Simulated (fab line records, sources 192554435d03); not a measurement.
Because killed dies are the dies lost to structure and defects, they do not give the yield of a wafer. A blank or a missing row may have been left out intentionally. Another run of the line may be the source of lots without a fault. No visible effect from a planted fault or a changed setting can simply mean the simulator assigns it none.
One fault seen from 3 desks :: flow n5_finfet :: each desk holds nothing but its own numbers, with what lay behind them at the end

## THE DEFECT DESK
For each lot, the counts of the inspections along the route, averaged over the sampled wafers that have a number. If a lot's mean is further than 4 standard deviations from the usual mean, the lot is out of limits and carries the mark OUT (the distance appears in the brackets).
Columns: A = raw_defect_count at N5_BEOL_M5_INSPECT_30, usual 403
lot: L773
first seen here: day 9 03:37
A: 526

lot: L778
first seen here: day 9 21:35
A: 449

lot: L780
first seen here: day 10 12:29
A: 411

lot: L785
first seen here: day 11 15:54
A: 373

lot: L790
first seen here: day 13 08:10
A: 450

lot: L792
first seen here: day 13 19:58
A: 357
This desk found nothing out of limits on any of the 6 lots.

## AT THE METROLOGY DESK
Means of the sampled wafers that have a number, per lot and without regard to the tool the lot ran on: this is what the gauges read. If a lot's mean is further than 4 standard deviations from the usual mean, the lot is out of limits and carries the mark OUT (the distance appears in the brackets).
Columns: A = cd_nm at N5_BEOL_M5_CD_MEAS_18, usual 28.2 nm; B = cd_nm at N5_BEOL_M5_CD_MEAS_28, usual 30.73 nm; C = V4_OVL at N5_BEOL_M5_OVL_MEAS_29, usual 0.1 nm
lot: L773
first seen here: day 9 03:13
A: 27.9
B: 31.04
C: 0.0

lot: L778
first seen here: day 9 19:53
A: 27.9
B: 30.45
C: 0.2

lot: L780
first seen here: day 10 11:55
A: 28.2
B: 30.99
C: 0.5

lot: L785
first seen here: day 11 15:17
A: 28.6
B: 30.89
C: 0.2

lot: L790
first seen here: day 13 04:59
A: 28.0
B: 30.56
C: 0.1

lot: L792
first seen here: day 13 18:12
A: 28.5
B: 30.57
C: 0.6
This desk found nothing out of limits on any of the 6 lots.

## THE TOOL OWNER'S DESK: litho_track-03
The tool's own readings at N5_BEOL_M5_COAT_74 (time 60 s, resist thk 5 nm): means of the sampled wafers that have a number, for each lot that ran on this tool. If a lot's mean is further than 4 standard deviations from the usual mean, the lot is out of limits and carries the mark OUT (the distance appears in the brackets).
Columns: A = dispense_pressure_kPa at N5_BEOL_M5_COAT_74, usual 49 kPa; B = spin_speed_rpm at N5_BEOL_M5_COAT_74, usual 1499.9 rpm
lot: L778
first seen here: day 9 21:11
A: 54
B: 1500.1

lot: L780
first seen here: day 10 11:58
A: 54
B: 1451.4 (-49) OUT

lot: L785
first seen here: day 11 15:25
A: 54
B: 1451.0 (-50) OUT
Finding of this desk: L780, L785 out of limits; the first was L780 at day 10 11:58, on spin_speed_rpm at N5_BEOL_M5_COAT_74. Within limits: L778.

## BROUGHT TOGETHER
An alarm could have come from the tool owner's desk at day 10 11:58, on L780, L785.
Nothing the defect desk looked at was out of limits.
At the metrology desk, nothing out of limits was observed.
The defect desk has L780, L785 on record, within its limits.
The metrology desk holds a record of L780, L785, inside its limits.
Of the lots named, all ran N5_BEOL_M5_COAT_74 on litho_track-03.

## WHAT THE SIMULATOR HAD PUT IN
Process parameters drifting: litho_track-03 at N5_BEOL_M5_COAT_74, beginning at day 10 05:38. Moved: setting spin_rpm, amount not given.
Shown lots that were struck: L780, L785.
Each desk's first reading out of limits, in hours after the fault started: the tool owner's desk, 6.
